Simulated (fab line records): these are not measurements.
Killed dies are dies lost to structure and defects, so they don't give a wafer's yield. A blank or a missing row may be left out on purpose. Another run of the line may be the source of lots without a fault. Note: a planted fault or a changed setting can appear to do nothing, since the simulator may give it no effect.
Chamber matching | flow nandHarc | NHARC_A_ZERO_WELL_ETCH_19 on rieDiel-02 has 4 sister chambers
The step etches the open film in N2/H2, target depth 80 nm, overetch 24 nm, time 87.88 s. 15 wafers are shown with their chamber, then 7 later ones without.

== WAFERS, EACH WITH ITS CHAMBER ==
wafer  | chamber | drypumpMotorCurrentA (A) | showerheadPlenumPTorr (Torr) | rfVppV (V)
L612.2 | 3       | 4.7                      | 2.06                         | 431.0
L612.3 | 2       | 5.3                      | 1.97                         | 429.5
L612.4 | 1       | 5.7                      | 2.04                         | 430.6
L617.1 | 2       | 5.3                      | 1.97                         | 428.9
L617.5 | 2       | 5.3                      | 1.97                         | 429.0
L620.1 | 0       | 5.9                      | 1.91                         | 427.0
L620.5 | 3       | 4.7                      | 2.05                         | 430.6
L622.1 | 0       | 5.9                      | 1.91                         | 427.1
L622.4 | 2       | 5.3                      | 1.97                         | 429.0
L622.6 | 1       | 5.7                      | 2.03                         | 428.9
L623.3 | 1       | 5.7                      | 2.03                         | 431.2
L623.4 | 0       | 5.9                      | 1.91                         | 427.4
L623.5 | 3       | 4.7                      | 2.05                         | 432.1
L627.1 | 1       | 5.7                      | 2.03                         | 428.7
L627.5 | 3       | 4.8                      | 2.05                         | 431.6

SIGNATURES, as means of the wafers listed above
reading               | chamber 0 | chamber 1 | chamber 2 | chamber 3 | scatter within a chamber
drypumpMotorCurrentA  | 5.900     | 5.700     | 5.300     | 4.725     | 0.0261
showerheadPlenumPTorr | 1.9100    | 2.0325    | 1.9700    | 2.0525    | 0.00369
rfVppV                | 427.167   | 429.850   | 429.100   | 431.325   | 0.752
Rule: for each reading, subtract the chamber's mean from the wafer's reading, divide by that reading's scatter and square the result; add these up over the readings and take the root, which gives the wafer's distance from the chamber. If the next closest chamber is less than 2 further off than the closest, the wafer can't be placed; otherwise it belongs to the closest. The scatter: the root of (the sum of the squares of (reading less its chamber's mean) over the shown wafers, divided by (wafers less chambers)).

== WAFERS WITHOUT THEIR CHAMBER ==
wafer  | drypumpMotorCurrentA (A) | showerheadPlenumPTorr (Torr) | rfVppV (V)
L627.6 | 5.9                      | 1.91                         | 425.6
L625.1 | 5.7                      | 2.03                         | 430.2
L625.2 | 4.7                      | 2.05                         | 430.2
L625.4 | 5.4                      | 1.97                         | 428.4
L631.1 | 4.7                      | 2.05                         | 430.6
L631.2 | 5.3                      | 1.97                         | 426.3
L631.3 | 5.9                      | 1.91                         | 426.5

== THE CHAMBER EACH PASSED THROUGH ==
wafer  | from the rows above | in truth
L627.6 | 0                   | 0
L625.1 | 1                   | 1
L625.2 | 3                   | 3
L625.4 | 2                   | 2
L631.1 | 3                   | 3
L631.2 | 2                   | 2
L631.3 | 0                   | 0
7 of 7 placed correctly. Number that these rows cannot place: 0. 0 placed wrongly.
